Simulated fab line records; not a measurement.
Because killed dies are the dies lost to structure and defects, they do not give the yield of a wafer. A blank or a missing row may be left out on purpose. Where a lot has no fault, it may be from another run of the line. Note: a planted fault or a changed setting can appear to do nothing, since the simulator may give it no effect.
Chamber matching -- flow nandHarc -- NHARC_P_M0_DESCUM_14 on rieDiel-13: 4 sister chambers
The step chemistry O2, time 3 s. 4 wafers are shown with their chamber, then 8 later ones without.

## WAFERS WITH THEIR CHAMBER
wafer,chamber,showerheadPlenumPTorr (Torr)
L394.4,2,2.01
L404.3,3,1.97
L404.4,1,1.97
L405.3,0,1.91

## WAFERS WITH NO CHAMBER GIVEN
wafer,showerheadPlenumPTorr (Torr)
L405.4,2.00
L405.5,1.97
L407.2,1.91
L407.5,1.97
L407.6,2.00
L408.1,2.00
L408.3,1.97
L408.6,1.91

## THE CHAMBER EACH PASSED THROUGH
wafer,from the rows above,in truth
L405.4,2,2
L405.5,can't be placed: 1 or 3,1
L407.2,0,0
L407.5,can't be placed: 1 or 3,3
L407.6,2,2
L408.1,2,2
L408.3,can't be placed: 1 or 3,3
L408.6,0,0
5 of 8 placed correctly. From these rows, 3 cannot be placed; in 3 the true chamber is one of the candidates. Wrongly placed: 0.
How it was worked out, from the rows above alone: a wafer's distance from a chamber is the root of the sum, over the readings, of the square of ((its reading less the chamber's mean) divided by the reading's scatter). The wafer belongs to the nearest chamber; if the next one is less than 2 further off, it can't be placed. The mean given for a chamber averages the wafers shown for that chamber. The scatter: root of mean squared gap, hidden wafer to nearest shown wafer, with one shown wafer a chamber.
